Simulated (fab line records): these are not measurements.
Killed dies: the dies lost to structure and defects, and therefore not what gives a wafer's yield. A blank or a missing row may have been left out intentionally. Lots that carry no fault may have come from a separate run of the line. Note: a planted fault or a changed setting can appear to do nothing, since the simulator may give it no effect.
8D (eight disciplines) problem report, filled in by code + flow nandHarc + the parts of the form that need people (team, actions taken, sign-off) are left out

## 1. THE PROBLEM
A mean of 488 is read at NHARC_A_CHANNEL_HOLE_D1_INSPECT_40 for rawDefectCount, taken on 1 wafer of 1 lot, against 76 (standard deviation 29) on wafers free of any fault. That puts it +14 standard deviations away from the usual mean.
First observed at day 14 21:40: wafer L695.2, on defectInspect-02. Wafers with a number at this step in the record: 30, from 10 lots. The rule behind "out" and "out of limits": a value lying over 4 standard deviations away from the usual mean. The rest of the wafers with a number are treated as sound.

## 2. WHAT IT IS, AND WHAT IT ISN'T
| question                    | is                | is not                                                                          |
|-----------------------------|-------------------|---------------------------------------------------------------------------------|
| which readings at this step | rawDefectCount    | -                                                                               |
| which lots                  | L695              | L681, L685, L686, L689, L690, L692, L698, L703, L704                            |
| which wafers of those lots  | L695.2            | L695.4, L695.5                                                                  |
| read on which gauges        | defectInspect-02  | defectInspect-01                                                                |
| when                        | from day 14 21:40 | up to then (20 sound wafers); but 9 sound wafers of L698, L703, L704 came after |

## 3. THE SUSPECTS, EACH WITH WHAT RULES IT OUT
Counting: a tool at a process step up to the reading stays a suspect if it ran every lot that is out. Sound lots after the first of them don't rule it out here, since some wafers of a struck lot are sound.
- the gauge at NHARC_A_CHANNEL_HOLE_D1_INSPECT_40: kept. All the wafers that are out were read on defectInspect-02, and no step on other tools shows them out.
- rieDiel-05 at NHARC_A_CHANNEL_HOLE_D1_ETCH_39 (etches the open film in N2/H2, target depth 260 nm, time 325 s): kept. L695, the lot that is out, went through it at day 14 19:47; up to then, the latest sound lot through it was L692 at day 13 00:49. NHARC_A_CHANNEL_HOLE_D1_ETCH_39 gives no start for some lots, so the hours and the order of its lots are those of NHARC_A_CHANNEL_HOLE_D1_ETCH_26.
- harEtch-02 at NHARC_A_CHANNEL_HOLE_D1_ETCH_26 (etches the open film in C4F8/O2/Ar, time 224.1 s, target depth 300 nm): kept. L695, the lot that is out, went through it at day 14 19:47; up to then, the latest sound lot through it was L689 at day 12 03:19.
- rieDiel-05 at NHARC_A_CHANNEL_HOLE_D1_ETCH_44 (etches the open film in CF4/O2, target depth 140 nm, overetch 14 nm, time 77 s): kept. L695, the lot that is out, went through it at day 14 20:42; up to then, the latest sound lot through it was L692 at day 13 01:46.
- Within rieDiel-05 at NHARC_A_CHANNEL_HOLE_D1_ETCH_39: the wafers that are out ran in chamber 2; their sound lot-mates ran in chamber 1.
- At NHARC_A_CHANNEL_HOLE_D1_ETCH_44, inside rieDiel-05: chamber 2 took the wafers that are out, while their sound lot-mates went through chambers 1, 3.
Left after counting: rieDiel-05 at NHARC_A_CHANNEL_HOLE_D1_ETCH_39, harEtch-02 at NHARC_A_CHANNEL_HOLE_D1_ETCH_26, rieDiel-05 at NHARC_A_CHANNEL_HOLE_D1_ETCH_44, defectInspect-02 at NHARC_A_CHANNEL_HOLE_D1_INSPECT_40.

## 4. THE CAUSE (what the simulator had put in)
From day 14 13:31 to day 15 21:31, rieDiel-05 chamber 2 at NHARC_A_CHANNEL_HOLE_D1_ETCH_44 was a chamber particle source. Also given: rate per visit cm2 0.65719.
4 suspects survive the count, and this tool is in that group.

## 5. SEQUENCE OF EFFECTS, ordered by route
One row per reading whose mean, taken over the struck wafers that have a number, lies over 3 standard deviations from the usual. Scope: only readings with a usual standard deviation given in the record; hours: median across lots of the time from each lot's start at the first step in this table that gives one to its start at this step; sigmas: change in usual standard deviations.
| hours | step                               | reading        | usual | on struck wafers | change | sigmas |
|-------|------------------------------------|----------------|-------|------------------|--------|--------|
| 0     | NHARC_A_CHANNEL_HOLE_D1_INSPECT_40 | rawDefectCount | 76    | 488              | +412   | +14    |
| 372   | NHARC_END_SORT_01                  | killedAtArray  | 52    | 114              | +62    | +3.3   |
| 372   | NHARC_END_SORT_01                  | killedDies     | 56    | 118              | +62    | +3.3   |

## 6. WHAT WOULD HAVE CAUGHT IT SOONER
Counted from the fault's start at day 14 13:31, it took 8 hours until the first out-of-limits reading at a measuring or inspecting step in this record, taken at day 14 21:40.
Of the tool readings at NHARC_A_CHANNEL_HOLE_D1_ETCH_44 for which the record gives a usual standard deviation, none was out on any struck wafer, so an alarm limit of 4 standard deviations on them would not have fired.
The start of NHARC_A_CHANNEL_HOLE_D1_ETCH_44 on rieDiel-05 came by day 14 21:40 for every one of the lots that are out (1). Had the tool been put on hold then, not one of them would have been saved.
